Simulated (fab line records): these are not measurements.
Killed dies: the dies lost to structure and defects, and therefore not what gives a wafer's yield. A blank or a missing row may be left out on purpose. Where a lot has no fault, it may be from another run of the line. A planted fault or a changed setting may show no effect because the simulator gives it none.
Lot-split experiment :: flow n5_finfet :: 21 wafers read across 7 lots, on a route 1938 steps long

ABOUT THE SPLIT
At N5_BEOL_M0_ETCH_109 (etches SiCN in CH3F/O2, target depth 8 nm, overetch 2.4 nm, time 27.4 s), the setting bias_w was moved away from the recipe's 75 W on 5 of the 21 wafers read, by -16.3% to +11.0%. For the rest of the wafers, this setting stayed at what the recipe calls for.

The reading comes from the split's own step.

THE READING
rf_vpp_V, in V, at N5_BEOL_M0_ETCH_109 (etches SiCN in CH3F/O2, target depth 8 nm, overetch 2.4 nm, time 27.4 s). On this fab line, fault-free wafers typically give 297.0 V with a standard deviation of 2.1 V.

wafer: L078.2
tool, chamber at the split: rie_diel-01, 1
bias_w as run, W: 75
against the recipe: recipe
rf_vpp_V, V: 297.8
against lot-mates on the recipe: -

wafer: L078.5
tool, chamber at the split: rie_diel-01, 0
bias_w as run, W: 75
against the recipe: recipe
rf_vpp_V, V: 299.0
against lot-mates on the recipe: -

wafer: L078.6
tool, chamber at the split: rie_diel-01, 3
bias_w as run, W: 75
against the recipe: recipe
rf_vpp_V, V: 297.7
against lot-mates on the recipe: -

wafer: L081.1
tool, chamber at the split: rie_diel-05, 3
bias_w as run, W: 62.74
against the recipe: -16.3%
rf_vpp_V, V: 265.7
against lot-mates on the recipe: -27.4

wafer: L081.4
tool, chamber at the split: rie_diel-05, 0
bias_w as run, W: 75
against the recipe: recipe
rf_vpp_V, V: 293.1
against lot-mates on the recipe: -

wafer: L081.5
tool, chamber at the split: rie_diel-05, 1
bias_w as run, W: 62.74
against the recipe: -16.3%
rf_vpp_V, V: 268.2
against lot-mates on the recipe: -24.9

wafer: L083.1
tool, chamber at the split: rie_diel-01, 0
bias_w as run, W: 75
against the recipe: recipe
rf_vpp_V, V: 298.9
against lot-mates on the recipe: -

wafer: L083.2
tool, chamber at the split: rie_diel-01, 2
bias_w as run, W: 75
against the recipe: recipe
rf_vpp_V, V: 299.5
against lot-mates on the recipe: -

wafer: L083.3
tool, chamber at the split: rie_diel-01, 1
bias_w as run, W: 75
against the recipe: recipe
rf_vpp_V, V: 296.5
against lot-mates on the recipe: -

wafer: L088.4
tool, chamber at the split: rie_diel-06, 0
bias_w as run, W: 83.24
against the recipe: +11.0%
rf_vpp_V, V: 318.5
against lot-mates on the recipe: +20.5

wafer: L088.5
tool, chamber at the split: rie_diel-06, 1
bias_w as run, W: 83.24
against the recipe: +11.0%
rf_vpp_V, V: 317.0
against lot-mates on the recipe: +19.0

wafer: L088.6
tool, chamber at the split: rie_diel-06, 0
bias_w as run, W: 75
against the recipe: recipe
rf_vpp_V, V: 298.0
against lot-mates on the recipe: -

wafer: L089.2
tool, chamber at the split: rie_diel-06, 1
bias_w as run, W: 75
against the recipe: recipe
rf_vpp_V, V: 296.7
against lot-mates on the recipe: -

wafer: L089.3
tool, chamber at the split: rie_diel-06, 3
bias_w as run, W: 75
against the recipe: recipe
rf_vpp_V, V: 299.9
against lot-mates on the recipe: -

wafer: L089.5
tool, chamber at the split: rie_diel-06, 2
bias_w as run, W: 75
against the recipe: recipe
rf_vpp_V, V: 295.2
against lot-mates on the recipe: -

wafer: L090.1
tool, chamber at the split: rie_diel-06, 2
bias_w as run, W: 75
against the recipe: recipe
rf_vpp_V, V: 296.6
against lot-mates on the recipe: -

wafer: L090.2
tool, chamber at the split: rie_diel-06, 3
bias_w as run, W: 75
against the recipe: recipe
rf_vpp_V, V: 298.5
against lot-mates on the recipe: -

wafer: L090.4
tool, chamber at the split: rie_diel-06, 0
bias_w as run, W: 63.1
against the recipe: -15.9%
rf_vpp_V, V: 267.5
against lot-mates on the recipe: -30.1

wafer: L093.1
tool, chamber at the split: rie_diel-06, 3
bias_w as run, W: 75
against the recipe: recipe
rf_vpp_V, V: 299.5
against lot-mates on the recipe: -

wafer: L093.2
tool, chamber at the split: rie_diel-06, 2
bias_w as run, W: 75
against the recipe: recipe
rf_vpp_V, V: 295.9
against lot-mates on the recipe: -

wafer: L093.6
tool, chamber at the split: rie_diel-06, 2
bias_w as run, W: 75
against the recipe: recipe
rf_vpp_V, V: 294.1
against lot-mates on the recipe: -

FIT RESULTS
A straight line over all 21 wafers: rf_vpp_V changes by +1.86 V for each +1% of bias_w; r = +0.99; the points scatter about the line by 1.8 V.
The same after taking each lot's own level away (the mean of its wafers on the recipe; 21 wafers): +1.72 V for each +1%; r = +0.99; scatter 1.7 V.
On that fit, the largest move of bias_w shifts the reading by 28 V.
From 293.10 to 298.30 V: that is the span of the lots' own levels, equal to 2.5 times the standard deviation above.
The two slopes are in agreement: the lot-to-lot level therefore moves the slope only a little.
Check: for one of the wafers moved furthest among these (-16.3%), held out of the fit, the line's prediction against its lot-mates is -28.2 V. Against them it came out at -27.4 V.
Tool readings at the split's step, against how far the setting was moved: rf_vpp_V r = +0.99.

OTHER SPLITS APPLIED TO THESE WAFERS
These wafers also went through other splits before the reading. Each is held against what the fit with the lots' levels taken away leaves over:
other split on the same wafers: N5_BEOL_M0_SAQP_COAT_34 spin_rpm
wafers away from the commonest value: 5
r with rf_vpp_V (lot level and that fit taken away): +0.30

other split on the same wafers: N5_BEOL_M0_ETCH_138 bias_w
wafers away from the commonest value: 8
r with rf_vpp_V (lot level and that fit taken away): +0.35

FILE'S OWN FIT
rf_vpp_V changes by +1.75 V for each +1% of bias_w, r = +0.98.
